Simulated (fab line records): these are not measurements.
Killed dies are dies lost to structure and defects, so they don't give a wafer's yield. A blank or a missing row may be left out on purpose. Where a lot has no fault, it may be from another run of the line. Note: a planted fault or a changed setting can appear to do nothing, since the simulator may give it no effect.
Matching of chambers :: flow n5_finfet :: 4 sister chambers for N5_BEOL_M2_ETCH_63 on rie_diel-02
The step etches SiARC in CF4, target depth 15.6 nm, time 26 s. 4 wafers are shown with their chamber, then 12 later ones without.

## WAFERS, EACH WITH ITS CHAMBER
wafer: L085.6
chamber: 3
showerhead_plenum_p_Torr (Torr): 2.10

wafer: L089.1
chamber: 2
showerhead_plenum_p_Torr (Torr): 2.20

wafer: L089.2
chamber: 0
showerhead_plenum_p_Torr (Torr): 2.12

wafer: L089.3
chamber: 1
showerhead_plenum_p_Torr (Torr): 2.25

## WAFERS WITH NO CHAMBER GIVEN
wafer: L089.4
showerhead_plenum_p_Torr (Torr): 2.25

wafer: L089.5
showerhead_plenum_p_Torr (Torr): 2.12

wafer: L089.6
showerhead_plenum_p_Torr (Torr): 2.20

wafer: L094.1
showerhead_plenum_p_Torr (Torr): 2.20

wafer: L094.3
showerhead_plenum_p_Torr (Torr): 2.10

wafer: L094.4
showerhead_plenum_p_Torr (Torr): 2.12

wafer: L095.2
showerhead_plenum_p_Torr (Torr): 2.20

wafer: L095.3
showerhead_plenum_p_Torr (Torr): 2.12

wafer: L095.4
showerhead_plenum_p_Torr (Torr): 2.24

wafer: L097.2
showerhead_plenum_p_Torr (Torr): 2.24

wafer: L097.3
showerhead_plenum_p_Torr (Torr): 2.20

wafer: L097.4
showerhead_plenum_p_Torr (Torr): 2.10

## THE CHAMBER EACH PASSED THROUGH
wafer: L089.4
from the rows above: 1
in truth: 1

wafer: L089.5
from the rows above: 0
in truth: 0

wafer: L089.6
from the rows above: 2
in truth: 2

wafer: L094.1
from the rows above: 2
in truth: 2

wafer: L094.3
from the rows above: 3
in truth: 3

wafer: L094.4
from the rows above: 0
in truth: 0

wafer: L095.2
from the rows above: 2
in truth: 2

wafer: L095.3
from the rows above: 0
in truth: 0

wafer: L095.4
from the rows above: 1
in truth: 1

wafer: L097.2
from the rows above: 1
in truth: 1

wafer: L097.3
from the rows above: 2
in truth: 2

wafer: L097.4
from the rows above: 3
in truth: 3
Correctly placed: 12 of 12. Not placeable from these rows: 0. Placed wrongly: 0.
How it was worked out, from the rows above alone: a wafer's distance from a chamber is the root of the sum, over the readings, of the square of ((its reading less the chamber's mean) divided by the reading's scatter). If the next closest chamber is less than 2 further off than the closest, the wafer can't be placed; otherwise it belongs to the closest. A chamber's mean is the mean of its shown wafers. The scatter: root of mean squared gap, hidden wafer to nearest shown wafer, with one shown wafer a chamber.
